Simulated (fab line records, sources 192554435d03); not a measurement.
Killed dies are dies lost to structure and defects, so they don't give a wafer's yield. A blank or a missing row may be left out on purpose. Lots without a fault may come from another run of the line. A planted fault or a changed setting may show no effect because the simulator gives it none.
Chamber matching | flow n5_finfet | N5_BEOL_M2_CO_CAP_55 on cvd_co-02: 3 sister chambers
The step material Co, precursor CCTBA/H2, target thk 2 nm, time 102.1 s. 27 wafers are shown with their chamber, then 12 later ones without.

WAFERS WITH THEIR CHAMBER
wafer  | chamber | heater_power_w (W) | chamber_pressure_Torr (Torr)
L074.2 | 1       | 220                | 29.98
L074.3 | 0       | 239                | 29.77
L074.5 | 2       | 201                | 30.10
L076.1 | 2       | 206                | 29.96
L076.4 | 1       | 216                | 30.02
L076.6 | 2       | 202                | 30.06
L079.1 | 2       | 203                | 30.06
L079.2 | 1       | 215                | 30.00
L079.5 | 1       | 222                | 29.95
L081.2 | 0       | 245                | 29.95
L081.4 | 0       | 240                | 30.03
L081.5 | 2       | 203                | 30.18
L082.1 | 2       | 205                | 30.05
L082.3 | 0       | 239                | 30.06
L082.6 | 1       | 212                | 30.00
L083.1 | 0       | 236                | 30.08
L083.2 | 1       | 216                | 30.14
L083.3 | 2       | 209                | 30.00
L084.2 | 0       | 241                | 30.02
L084.5 | 0       | 245                | 29.97
L084.6 | 2       | 207                | 30.00
L086.2 | 0       | 240                | 29.97
L086.4 | 1       | 215                | 30.01
L086.6 | 2       | 203                | 30.02
L090.2 | 0       | 239                | 29.99
L090.3 | 2       | 203                | 29.98
L090.4 | 2       | 204                | 30.05

SIGNATURES (means of the wafers above)
reading               | chamber 0 | chamber 1 | chamber 2 | scatter within a chamber
heater_power_w        | 240.44    | 216.57    | 204.18    | 2.83
chamber_pressure_Torr | 29.9822   | 30.0143   | 30.0418   | 0.0722
Rule: a wafer's distance from a chamber is the root of the sum, over the readings, of the square of ((its reading less the chamber's mean) divided by the reading's scatter). The wafer belongs to the nearest chamber; if the next one is less than 2 further off, it can't be placed. The scatter: the root of (the sum of the squares of (reading less its chamber's mean) over the shown wafers, divided by (wafers less chambers)).

WAFERS WITHOUT THEIR CHAMBER
wafer  | heater_power_w (W) | chamber_pressure_Torr (Torr)
L091.3 | 221                | 30.01
L091.4 | 236                | 30.01
L091.6 | 209                | 30.06
L092.1 | 215                | 30.04
L092.2 | 202                | 30.01
L092.5 | 206                | 30.01
L095.1 | 239                | 29.91
L095.4 | 200                | 29.96
L095.5 | 215                | 29.90
L096.1 | 239                | 30.12
L096.2 | 199                | 30.01
L096.6 | 238                | 30.00

WHICH CHAMBER EACH WENT THROUGH
wafer  | from the rows above     | in truth
L091.3 | 1                       | 1
L091.4 | 0                       | 0
L091.6 | can't be placed: 2 or 1 | 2
L092.1 | 1                       | 1
L092.2 | 2                       | 2
L092.5 | 2                       | 2
L095.1 | 0                       | 0
L095.4 | 2                       | 2
L095.5 | 1                       | 1
L096.1 | 0                       | 0
L096.2 | 2                       | 2
L096.6 | 0                       | 0
Placed correctly: 11 of 12. Can't be placed from these rows: 1 (the true chamber is among the candidates in 1). Placed wrongly: 0.
